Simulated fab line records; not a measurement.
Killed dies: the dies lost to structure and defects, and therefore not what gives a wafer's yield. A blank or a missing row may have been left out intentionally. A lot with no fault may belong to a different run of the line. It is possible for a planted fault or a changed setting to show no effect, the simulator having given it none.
Comparing a struck lot with a sound one :: flow nand_harc :: 15 steps out of a route of 1302
Sound: the wafers L317.1, L317.2, L317.5. Struck: wafer L326.2. (L326.5, L326.6 of the same lot were not struck and are left out.) The cause comes at the end.
Order at every step that has rows: each side's tool, ch and its chambers, its first start. Under that, the readings that differ: sound wafers :: struck wafers :: difference of the means :: sigmas: that difference in standard deviations of wafers without a fault.
alike: a reading whose means differ by less than 2 such deviations, as well as words and numbers matching on both sides. not compared: withheld readings; readings where some wafer has no value; bounds like >300 that might hide an equal value; numbers whose values overlap and for which the record gives no deviation.
The two part at a step that has a row with sigmas, a row that says differs or no value, or rows on one side only. Numbers that don't overlap but have no deviation are shown without sigmas and don't part them. A reading that every wafer of one side lacks parts them only if that side has two wafers or more.

first, 7 steps without rows for these wafers: NHARC_A_SLIT_HMDS_02 (time 30 s); NHARC_A_SLIT_COAT_03 (resist thk 90 nm); NHARC_A_SLIT_SOFTBAKE_04 (time 55 s); NHARC_A_SLIT_EBR_05; NHARC_A_SLIT_EXPOSE_06 (exposes mask SLIT); NHARC_A_SLIT_PEB_07 (peb time 65 s); NHARC_A_SLIT_DEVELOP_08 (develop time 35 s).
NHARC_A_SLIT_CD_MEAS_09: target cd 300 nm.
  sound on cd_sem-02 ch 0, day 22 07:24; struck on cd_sem-01 ch 0, day 25 11:39
  alike: cd_nm
NHARC_A_SLIT_OVL_MEAS_10:
  struck on overlay-01, day 25 11:44; sound on overlay-01, day 22 07:29
  alike: overlay_x_nm, overlay_y_nm
NHARC_A_SLIT_INSPECT_11:
  struck on defect_inspect-02, day 25 11:46; sound on defect_inspect-01, day 22 07:31
  alike: raw_defect_count
NHARC_A_SLIT_DESCUM_14: chemistry O2, time 3 s.
  sound on rie_diel-05 ch 0,2, day 22 07:35; struck on rie_diel-13 ch 2, day 25 11:50
  alike: drypump_motor_current_A, oes_product_au, rf_vpp_V, showerhead_plenum_p_Torr, throttle_valve_pct
  not compared: rf_hours_counter_h
NHARC_A_SLIT_ETCH_24: etches the open film in CF4/CHF3, target depth 121 nm, time 60.5 s.
  sound on rie_diel-05 ch 0,2,3, day 22 07:41; struck on rie_diel-13 ch 0, day 25 11:56
reading: drypump_motor_current_A (A)
sound: 6.4 5.8 6.5
struck: 4.8
difference: -1.4
sigmas: -3

reading: throttle_valve_pct (%)
sound: 16.816 16.795 16.798
struck: 16.778
difference: -0.025
sigmas: -3
  alike: oes_product_au, rf_fwd_power_W, rf_vpp_V, run_length_s, showerhead_plenum_p_Torr
  not compared: rf_hours_counter_h
NHARC_A_SLIT_ETCH_15: etches the open film in O2/COS, target depth 6200 nm, time 1612 s.
  sound on rie_diel-05 ch 0,1,3, day 22 07:46; struck on rie_diel-13 ch 1, day 25 12:14
reading: run_length_s (s)
sound: 1633.8 1632.7 1632.6
struck: 1210.8
difference: -422.2
sigmas: -99 or more

reading: model.A_SLIT.cd_offset_nm (nm)
sound: -1.263 -0.5255 -0.7838
struck: -4.109
difference: -3.252
sigmas: 
  alike: drypump_motor_current_A, oes_product_au, rf_vpp_V, showerhead_plenum_p_Torr, throttle_valve_pct
  not compared: rf_fwd_power_W, rf_hours_counter_h
NHARC_A_SLIT_ETCH_17: etches the open film in C4F8/O2/Ar, time 4254.5 s, target depth 20300 nm.
  sound on har_etch-01 ch 0,1, day 22 12:10; struck on har_etch-02 ch 1, day 25 14:13
  alike: drypump_motor_current_A, showerhead_plenum_p_Torr, throttle_valve_pct
  not compared: rf_hours_counter_h, run_length_s
-- record jumps: 5 days between struck wafers' starts before vs after; left off in module A_SLIT, resumes in module END, first step shown is number 1302 of the route --
NHARC_END_SORT_01:
  sound on prober-02 ch 0, day 27 07:42; struck on prober-02 ch 0, day 30 16:23
reading: killed_at_array
sound: 60 85 60
struck: 643
difference: +575
sigmas: +32

reading: killed_dies
sound: 65 92 67
struck: 654
difference: +579
sigmas: +32
  alike: killed_at_other, killed_at_periphery, killed_open, killed_short

## WHERE THEY PART
Last at NHARC_END_SORT_01 as far as this record goes, first at NHARC_A_SLIT_ETCH_24.

WHY: whatever the simulator had introduced
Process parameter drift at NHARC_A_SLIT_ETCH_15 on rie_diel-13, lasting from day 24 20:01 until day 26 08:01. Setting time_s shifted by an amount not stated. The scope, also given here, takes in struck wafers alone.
